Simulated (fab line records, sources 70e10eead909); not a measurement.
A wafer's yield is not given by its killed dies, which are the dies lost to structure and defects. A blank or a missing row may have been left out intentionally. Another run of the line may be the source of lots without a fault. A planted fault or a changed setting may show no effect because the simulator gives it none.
Which of the tools did it?	flow nandHarc	12 lots, 36 wafers sampled, at 5 steps of a route of 1302

## WHAT THE GAUGES SHOWED, per wafer
NHARC_A_BLC_INSPECT_28.
lot	measured	on	rawDefectCount
L076	day 22 19:53	defectInspect-01	423 716 460
L078	day 23 19:13	defectInspect-01	663 572 466
L079	day 24 01:38	defectInspect-02	457 413 612
L080	day 26 05:17	defectInspect-02	536 505 552
L082	day 26 13:50	defectInspect-01	586 463 797
L085	day 27 07:39	defectInspect-01	590 536 462
L087	day 27 22:12	defectInspect-02	622 550 503
L089	day 28 19:10	defectInspect-01	421 553 379
L090	day 29 15:19	defectInspect-01	390 545 531
L093	day 30 15:44	defectInspect-01	640 642 601
L096	day 32 00:34	defectInspect-01	535 671 511
L095	day 32 03:43	defectInspect-01	573 587 535

## TOOL THAT RAN EACH LOT (tool first, then ch and the chambers of the sampled wafers, then the start)
lot	NHARC_A_CONTACT_ETCH_88	NHARC_A_CONTACT_ETCH_139	NHARC_A_CONTACT_ALD_18	NHARC_A_BLC_DESCUM_15
L076	rieDiel-10 ch 0,1,2, day 22 10:02	harCapEtch-02 ch 1, day 22 13:10	aldMetal-04 ch 0,1,3, day 22 14:55	rieDiel-06 ch 0,1, day 22 16:57
L078	rieDiel-10 ch 0,1,2, day 23 07:13	harCapEtch-03 ch 0,1, day 23 09:32	aldMetal-03 ch 0,3, day 23 14:04	rieDiel-12 ch 0,1,2, day 23 16:07
L079	rieDiel-10 ch 1,3, day 23 16:00	harCapEtch-01 ch 0,1, day 23 18:22	aldMetal-04 ch 0,1,2, day 23 20:30	rieDiel-04 ch 0,1,2, day 23 22:41
L080	rieDiel-13 ch 1,3, day 25 19:55	harCapEtch-03 ch 0,1, day 25 22:31	aldMetal-03 ch 1,2,3, day 26 00:14	rieDiel-06 ch 0,1,2, day 26 02:19
L082	rieDiel-13 ch 1,2, day 26 04:17	harCapEtch-01 ch 0,1, day 26 06:45	aldMetal-01 ch 0,3, day 26 08:29	rieDiel-04 ch 1,2, day 26 10:41
L085	rieDiel-03 ch 0,1,2, day 26 22:25	harCapEtch-02 ch 0,1, day 27 00:48	aldMetal-01 ch 1,3, day 27 02:33	rieDiel-04 ch 1,2,3, day 27 04:43
L087	rieDiel-10 ch 0,2,3, day 27 13:10	harCapEtch-02 ch 0,1, day 27 15:29	aldMetal-01 ch 0,2, day 27 17:14	rieDiel-06 ch 0,1, day 27 19:17
L089	rieDiel-10 ch 0,1, day 28 09:27	harCapEtch-03 ch 0,1, day 28 12:20	aldMetal-03 ch 1,2,3, day 28 14:05	rieDiel-04 ch 1,2, day 28 16:13
L090	rieDiel-03 ch 1,2,3, day 29 06:09	harCapEtch-01 ch 0,1, day 29 08:34	aldMetal-03 ch 0,1,2, day 29 10:13	rieDiel-04 ch 0,2,3, day 29 12:22
L093	rieDiel-10 ch 0,2, day 30 06:31	harCapEtch-03 ch 0,1, day 30 08:55	aldMetal-04 ch 0,1,3, day 30 10:34	rieDiel-04 ch 0,1,3, day 30 12:47
L096	rieDiel-03 ch 2,3, day 31 14:22	harCapEtch-01 ch 0,1, day 31 17:06	aldMetal-04 ch 0,1,3, day 31 18:50	rieDiel-06 ch 1,2, day 31 21:12
L095	rieDiel-13 ch 2,3, day 31 18:11	harCapEtch-03 ch 0,1, day 31 20:35	aldMetal-03 ch 0,1, day 31 22:17	rieDiel-06 ch 0,3, day 32 00:20
- NHARC_A_CONTACT_ETCH_88: etches the open film in CF4, target depth 39 nm, time 65 s.
- NHARC_A_CONTACT_ETCH_139: etches the open film in C4F8/O2/Ar, time 195 s, target depth 840 nm.
- NHARC_A_CONTACT_ALD_18: deposits TiN, target thk 3 nm, pulse time 1 s, ald cycles 150.
- NHARC_A_BLC_DESCUM_15: chemistry O2, time 3 s.

## THE ANSWER, worked out from the rows above alone
Rule: usual is defined by the lots themselves. The widest of any qualifying gaps counts: lots, ordered by their means at a reading, are off when they make up no more than a third of the lots, leave a main group of 4 or more, and stand apart from it by 3 or more times the standard deviation of that group's means. A main group is skipped when, at the precision printed for the reading in the tables above, its means are all equal. Also off: a lot with no number at a reading for which 4 or more lots have one. All remaining lots with rows at the step are treated as sound.
Nothing can be told from this: no lot is off at any reading shown.

## WHAT HAD BEEN PUT IN BY THE SIMULATOR
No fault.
